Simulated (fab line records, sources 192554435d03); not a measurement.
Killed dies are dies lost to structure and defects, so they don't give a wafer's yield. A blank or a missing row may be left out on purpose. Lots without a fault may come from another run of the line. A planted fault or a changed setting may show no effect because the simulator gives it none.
Which tool did it? | flow n5_finfet | 9 lots, 27 wafers sampled, at 5 steps of a route of 1938

WHAT THE GAUGES READ, wafer by wafer
N5_SPACER0_INSPECT_04: inspects for defects (darkfield).
lot  | measured    | on                | raw_defect_count
L645 | day 3 11:58 | defect_inspect-02 | 153 146 144
L650 | day 4 12:28 | defect_inspect-01 | 162 128 104
L654 | day 5 14:09 | defect_inspect-01 | 135 114 191
L655 | day 5 21:00 | defect_inspect-01 | 115 150 140
L659 | day 6 18:55 | defect_inspect-02 | 237 1422 1408
L663 | day 7 18:07 | defect_inspect-02 | 157 208 110
L665 | day 8 06:17 | defect_inspect-01 | 154 215 133
L666 | day 8 13:32 | defect_inspect-02 | 98 132 116
L667 | day 8 18:07 | defect_inspect-02 | 123 149 117

WHICH TOOL RAN EACH LOT (tool, then ch and the chambers of the sampled wafers, then the start)
lot  | N5_DUMMY_GATE_ETCH_37             | N5_DUMMY_GATE_STRIP_40            | N5_DUMMY_GATE_ETCH_31             | N5_SPACER0_ALD_00
L645 | rie_diel-06 ch 2,3, day 3 09:43   | rie_diel-02 ch 1,2,3, day 3 10:07 | rie_diel-06 ch 1,2, day 3 10:37   | ald_sin-04 ch 0,1,2, day 3 11:32
L650 | rie_diel-02 ch 0,1,2, day 4 10:52 | rie_diel-05 ch 0,2, day 4 11:02   | rie_diel-05 ch 1,2,3, day 4 11:08 | ald_sin-02 ch 0,2,3, day 4 12:03
L654 | rie_diel-05 ch 1,2,3, day 5 12:28 | rie_diel-06 ch 0,3, day 5 12:41   | rie_diel-02 ch 0,2,3, day 5 12:50 | ald_sin-04 ch 0,1, day 5 13:44
L655 | rie_diel-05 ch 1,2, day 5 19:12   | rie_diel-06 ch 0,2,3, day 5 19:24 | rie_diel-06 ch 0,1,3, day 5 19:30 | ald_sin-04 ch 1,2, day 5 20:35
L659 | rie_diel-02 ch 2,3, day 6 17:05   | rie_diel-06 ch 0,3, day 6 17:21   | rie_diel-05 ch 1,2,3, day 6 17:27 | ald_sin-04 ch 0,3, day 6 18:29
L663 | rie_diel-06 ch 0,1,3, day 7 16:09 | rie_diel-05 ch 1,2,3, day 7 16:29 | rie_diel-05 ch 0,2,3, day 7 16:47 | ald_sin-03 ch 0,2,3, day 7 17:42
L665 | rie_diel-02 ch 0,2,3, day 8 04:38 | rie_diel-05 ch 0,2,3, day 8 04:49 | rie_diel-05 ch 2,3, day 8 04:55   | ald_sin-03 ch 0,1, day 8 05:52
L666 | rie_diel-06 ch 0,1,2, day 8 11:54 | rie_diel-06 ch 0,1,3, day 8 12:05 | rie_diel-06 ch 0,1,2, day 8 12:11 | ald_sin-03 ch 0,2, day 8 13:07
L667 | rie_diel-02 ch 0,2,3, day 8 16:03 | rie_diel-06 ch 1,2,3, day 8 16:13 | rie_diel-06 ch 0,1,2, day 8 16:19 | ald_sin-03 ch 0,2, day 8 17:41
- N5_DUMMY_GATE_ETCH_37: etches SOC in N2/H2, target depth 60 nm, overetch 30 nm.
- N5_DUMMY_GATE_STRIP_40: strips in CF4.
- N5_DUMMY_GATE_ETCH_31: etches SiO2 in C4F6/O2, target depth 82.5 nm, time 27.5 s.
- N5_SPACER0_ALD_00: deposits SiOCN, target thk 3.5 nm, pulse time 3 s, purge time 2 s.

THE ANSWER, worked out from the rows above alone
Rule: what is usual is taken from the lots themselves. Put in order of their means at a reading, lots are off if they are a third of the lots or fewer, leave a main group of 4 or more, and stand apart from it by a gap of 3 or more times the standard deviation of the main group's means; of several such gaps the widest counts. A main group whose means are all the same, to the digits that the tables above print for the reading, isn't used. A lot without any number at a reading at which 4 lots or more have one is off too. The other lots that the step has rows for count as sound.
Off: L659, at N5_SPACER0_INSPECT_04 (raw_defect_count). The main group: mean 141, standard deviation 16.
A tool fits if, at a process step before that reading, it ran every lot that is off, and no sound lot after the first of them. The gauges at N5_SPACER0_INSPECT_04 are tried like those tools. One fits: ald_sin-04 at N5_SPACER0_ALD_00. Its last sound lot is L655 (day 5 20:35), its first lot that is off L659 (day 6 18:29): a fault that began between those two fits.

WHAT THE SIMULATOR HAD PUT IN
Chamber particle source: ald_sin-04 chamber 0, from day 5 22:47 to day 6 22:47, at N5_SPACER0_ALD_00. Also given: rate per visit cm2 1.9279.
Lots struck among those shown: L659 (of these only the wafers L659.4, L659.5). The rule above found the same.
